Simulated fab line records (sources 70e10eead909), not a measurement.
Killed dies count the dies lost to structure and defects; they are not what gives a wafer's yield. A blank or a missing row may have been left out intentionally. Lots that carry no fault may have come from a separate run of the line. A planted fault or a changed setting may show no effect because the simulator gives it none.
Comparing a struck lot with a sound one | flow nand_harc | 18 out of 1159 route steps
Sound: wafers L534.1, L534.5, L534.6. The struck wafers were L537.2, L537.3, L537.4. At the end, the cause is stated.
Per side, at each step with rows, come the tool, then ch with its chambers, and then its first start. Under that, the readings that differ: sound wafers | struck wafers | difference of the means | sigmas: that difference in standard deviations of wafers without a fault.
alike: same words and numbers on both sides, and readings whose means sit less than 2 such deviations apart. not compared: any withheld reading, any reading some wafer has no value for, any bound like >300 that may hide the same value, and any number with overlapping values for which the record gives no deviation.
The two part at a step that has a row with sigmas, a row that says differs or no value, or rows on one side only. Numbers that have no deviation but don't overlap get no sigmas and don't part them. A reading that every wafer of one side lacks parts them only if that side has two wafers or more.

NHARC_P_ZERO_WELL_CD_MEAS_37: target cd 720 nm.
  sound on cd_sem-03 ch 0, day 1 16:13; struck on cd_sem-03 ch 0, day 2 10:16
  alike: cd_nm
then, 1 step without rows for these wafers: NHARC_P_ZERO_WELL_HARDBAKE_38 (time 80 s).
NHARC_P_ZERO_WELL_DESCUM_39: chemistry O2, time 3 s.
  sound on rie_diel-05 ch 0,1,3, day 1 16:24; struck on rie_diel-05 ch 1,2,3, day 2 10:26
  alike: drypump_motor_current_A, oes_product_au, rf_vpp_V, showerhead_plenum_p_Torr, throttle_valve_pct
  not compared: rf_hours_counter_h
then, 9 steps without rows for these wafers: NHARC_P_ZERO_WELL_IMPLANT_40; NHARC_P_ZERO_WELL_IMPLANT_59; NHARC_P_ZERO_WELL_IMPLANT_60; NHARC_P_ZERO_WELL_STRIP_41 (strips in SPM, time 840 s); NHARC_P_ZERO_WELL_DEHYDRATE_44 (time 120 s); NHARC_P_ZERO_WELL_HMDS_45 (time 30 s); NHARC_P_ZERO_WELL_COAT_46; NHARC_P_ZERO_WELL_SOFTBAKE_47 (time 95 s); NHARC_P_ZERO_WELL_EBR_48.
NHARC_P_ZERO_WELL_EXPOSE_49: exposes mask P HVPW, target cd 2000 nm.
  sound on krf_scanner-04 ch 0, day 1 17:42; struck on krf_scanner-01 ch 0, day 2 11:38
  reading | sound                      | struck                        | difference | sigmas
  mask    | P_HVPW#0 P_HVPW#0 P_HVPW#0 | P_NWELL#0 P_NWELL#0 P_NWELL#0 | differs    |
  alike: reticle_temp_C
then, 2 steps without rows for these wafers: NHARC_P_ZERO_WELL_PEB_50 (peb time 85 s); NHARC_P_ZERO_WELL_DEVELOP_51 (time 70 s).
NHARC_P_ZERO_WELL_CD_MEAS_52: target cd 2000 nm.
  sound on cd_sem-01 ch 0, day 1 17:51; struck on cd_sem-02 ch 0, day 2 11:47
  reading    | sound                | struck | difference                    | sigmas
  cd_nm (nm) | 2001.5 1999.6 1998.1 | - - -  | no value on the struck wafers |
then, 1 step without rows for these wafers: NHARC_P_ZERO_WELL_HARDBAKE_53 (time 80 s).
-- the record jumps here: 19 days lie between the struck wafers' starts before and after (it left off in module P_ZERO_WELL and takes up again in module END, whose first step shown is number 1159 of the route) --
NHARC_END_SORT_01:
  sound on prober-02 ch 0, day 20 10:56; struck on prober-01 ch 0, day 21 10:58
  reading             | sound    | struck                                                               | difference                   | sigmas
  hold                | - - -    | await_dispo/1.5h/scrap await_dispo/1.5h/scrap await_dispo/1.5h/scrap | no value on the sound wafers |
  killed_at_periphery | 5 2 6    | 647 649 645                                                          | +643                         | +99 or more
  killed_dies         | 19 22 20 | 677 677 677                                                          | +657                         | +60
  alike: killed_at_array, killed_at_other, killed_open, killed_short

== WHERE THEY PART ==
First at NHARC_P_ZERO_WELL_EXPOSE_49; last, within this record, at NHARC_END_SORT_01.

WHY: the cause the simulator had injected
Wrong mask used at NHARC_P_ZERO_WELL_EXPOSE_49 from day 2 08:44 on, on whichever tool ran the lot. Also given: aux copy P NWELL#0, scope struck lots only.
